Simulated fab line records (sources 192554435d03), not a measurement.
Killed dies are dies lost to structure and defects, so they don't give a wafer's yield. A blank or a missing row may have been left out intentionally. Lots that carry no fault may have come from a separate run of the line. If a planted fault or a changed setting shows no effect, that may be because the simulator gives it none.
Split-lot trial	flow n5_finfet	39 wafers read from 7 lots, route of 1938 steps

THE SPLIT ITSELF
At N5_DUMMY_GATE_ETCH_32 (etches SiO2 in CF4, target depth 3.5 nm, time 3.9 s), the setting time_s was moved away from the recipe's 3.9 s on 15 of the 39 wafers read, by -18.1% to +17.0%. This setting was run at the recipe's value on the other wafers.

The split's own step is where the reading is taken.

THE READING
etch.depth_nm (the simulator's own value, which no gauge read), in nm, at N5_DUMMY_GATE_ETCH_32 (etches SiO2 in CF4, target depth 3.5 nm, time 3.9 s). No usual value for it is given in the file. Average 3.517 nm, standard deviation 0.1 nm, over the 24 wafers here run with the recipe.

wafer	tool, chamber at the split	time_s as run, s	against the recipe	etch.depth_nm, nm	against lot-mates on the recipe
L075.1	rie_si-02, 0	3.9	recipe	3.623	-
L075.2	rie_si-02, 2	3.9	recipe	3.48	-
L075.3	rie_si-02, 1	3.9	recipe	3.556	-
L075.4	rie_si-02, 3	3.9	recipe	3.521	-
L075.5	rie_si-02, 1	3.9	recipe	3.546	-
L075.6	rie_si-02, 2	3.9	recipe	3.502	-
L077.1	rie_si-03, 1	3.9	recipe	3.558	-
L077.2	rie_si-03, 2	3.226	-17.3%	2.947	-0.717
L077.3	rie_si-03, 0	3.9	recipe	3.71	-
L077.4	rie_si-03, 3	3.226	-17.3%	2.861	-0.803
L077.5	rie_si-03, 0	3.9	recipe	3.725	-
L077.6	rie_si-03, 3	3.226	-17.3%	2.874	-0.790
L084.2	rie_si-02, 2	3.9	recipe	3.518	-
L084.3	rie_si-02, 1	3.9	recipe	3.571	-
L084.4	rie_si-02, 0	3.9	recipe	3.598	-
L087.1	rie_si-04, 2	4.293	+10.1%	3.791	+0.386
L087.2	rie_si-04, 3	3.9	recipe	3.362	-
L087.3	rie_si-04, 1	4.293	+10.1%	3.713	+0.308
L087.4	rie_si-04, 0	3.9	recipe	3.486	-
L087.5	rie_si-04, 0	4.293	+10.1%	3.841	+0.436
L087.6	rie_si-04, 1	3.9	recipe	3.367	-
L089.1	rie_si-03, 0	3.9	recipe	3.699	-
L089.2	rie_si-03, 2	3.9	recipe	3.548	-
L089.3	rie_si-03, 3	3.9	recipe	3.464	-
L089.4	rie_si-03, 1	3.416	-12.4%	3.075	-0.495
L089.5	rie_si-03, 0	3.416	-12.4%	3.222	-0.348
L089.6	rie_si-03, 1	3.416	-12.4%	3.074	-0.496
L091.1	rie_si-03, 2	3.9	recipe	3.48	-
L091.2	rie_si-03, 0	3.194	-18.1%	2.97	-0.505
L091.3	rie_si-03, 1	3.9	recipe	3.479	-
L091.4	rie_si-03, 2	3.194	-18.1%	2.86	-0.615
L091.5	rie_si-03, 0	3.194	-18.1%	3.007	-0.468
L091.6	rie_si-03, 1	3.9	recipe	3.467	-
L092.1	rie_si-04, 0	4.563	+17.0%	4.046	+0.664
L092.2	rie_si-04, 3	3.9	recipe	3.369	-
L092.3	rie_si-04, 2	3.9	recipe	3.436	-
L092.4	rie_si-04, 1	4.563	+17.0%	3.95	+0.568
L092.5	rie_si-04, 0	4.563	+17.0%	4.079	+0.697
L092.6	rie_si-04, 1	3.9	recipe	3.341	-

FIT RESULTS
A straight line over all 39 wafers: etch.depth_nm changes by +0.0316 nm for each +1% of time_s; r = +0.96; the points scatter about the line by 0.094 nm.
The same after taking each lot's own level away (the mean of its wafers on the recipe; 39 wafers): +0.0369 nm for each +1%; r = +0.98; scatter 0.08 nm.
On that fit, the largest move of time_s shifts the reading by 0.67 nm.
From 3.3820 to 3.6643 nm: that is the span of the lots' own levels, equal to 2.7 times the standard deviation above.
Thus the slope moves with the lot-to-lot level: the two fits are different.
Check: -0.684 nm against its lot-mates is what the line predicts for one of the wafers moved furthest among these (-18.1%) when that wafer is left out of the fit. It came out at -0.505 nm against them.

FURTHER SPLITS ON THESE WAFERS
These wafers also went through other splits before the reading. Each is held against what the fit with the lots' levels taken away leaves over:
other split on the same wafers	wafers away from the commonest value	r with etch.depth_nm (lot level and that fit taken away)
N5_DUMMY_GATE_ETCH_37 source_w	12	-0.38

THE FILE'S OWN FIT
etch.depth_nm changes by +0.0369 nm for each +1% of time_s, r = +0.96.
